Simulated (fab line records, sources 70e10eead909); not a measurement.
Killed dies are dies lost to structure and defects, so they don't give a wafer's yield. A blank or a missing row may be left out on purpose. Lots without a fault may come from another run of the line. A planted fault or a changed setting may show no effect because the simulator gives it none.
Chamber matching | flow nand_harc | NHARC_A_ONON_D2_DEP_33 on pecvd-03: 3 sister chambers
The step deposits SiO2, target thk 200 nm. 16 wafers are shown with their chamber, then 8 later ones without.

WAFERS WITH THEIR CHAMBER
wafer  | chamber | throttle_valve_pct (%) | heater_power_w (W)
L075.1 | 2       | 15.2                   | 418
L075.2 | 0       | 15.9                   | 434
L075.4 | 0       | 16.2                   | 465
L075.3 | 1       | 15.7                   | 518
L075.5 | 1       | 15.7                   | 539
L075.6 | 2       | 15.3                   | 446
L079.3 | 0       | 16.1                   | 521
L079.4 | 0       | 16.1                   | 532
L079.6 | 2       | 15.2                   | 425
L084.1 | 1       | 15.6                   | 434
L084.3 | 0       | 16.2                   | 479
L084.4 | 1       | 15.7                   | 438
L085.4 | 1       | 15.3                   | 517
L085.5 | 2       | 15.2                   | 425
L085.6 | 0       | 16.0                   | 537
L088.3 | 2       | 15.6                   | 447

SIGNATURES (means of the wafers above)
reading            | chamber 0 | chamber 1 | chamber 2 | scatter within a chamber
throttle_valve_pct | 16.083    | 15.600    | 15.300    | 0.154
heater_power_w     | 494.67    | 489.20    | 432.20    | 38.4
Rule: a wafer's distance from a chamber is the root of the sum, over the readings, of the square of ((its reading less the chamber's mean) divided by the reading's scatter). The wafer belongs to the nearest chamber; if the next one is less than 2 further off, it can't be placed. The scatter: the root of (the sum of the squares of (reading less its chamber's mean) over the shown wafers, divided by (wafers less chambers)).

WAFERS WITHOUT THEIR CHAMBER
wafer  | throttle_valve_pct (%) | heater_power_w (W)
L088.5 | 15.6                   | 439
L088.6 | 15.9                   | 502
L090.4 | 15.7                   | 486
L090.5 | 15.6                   | 399
L090.6 | 16.2                   | 446
L094.1 | 16.4                   | 507
L094.3 | 15.5                   | 398
L094.4 | 15.6                   | 404

WHICH CHAMBER EACH WENT THROUGH
wafer  | from the rows above          | in truth
L088.5 | can't be placed: 1 or 2      | 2
L088.6 | can't be placed: 0 or 1      | 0
L090.4 | can't be placed: 1 or 0      | 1
L090.5 | can't be placed: 2 or 1 or 0 | 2
L090.6 | 0                            | 0
L094.1 | 0                            | 0
L094.3 | can't be placed: 2 or 1      | 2
L094.4 | can't be placed: 2 or 1 or 0 | 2
Placed correctly: 2 of 8. Can't be placed from these rows: 6 (the true chamber is among the candidates in 6). Placed wrongly: 0.
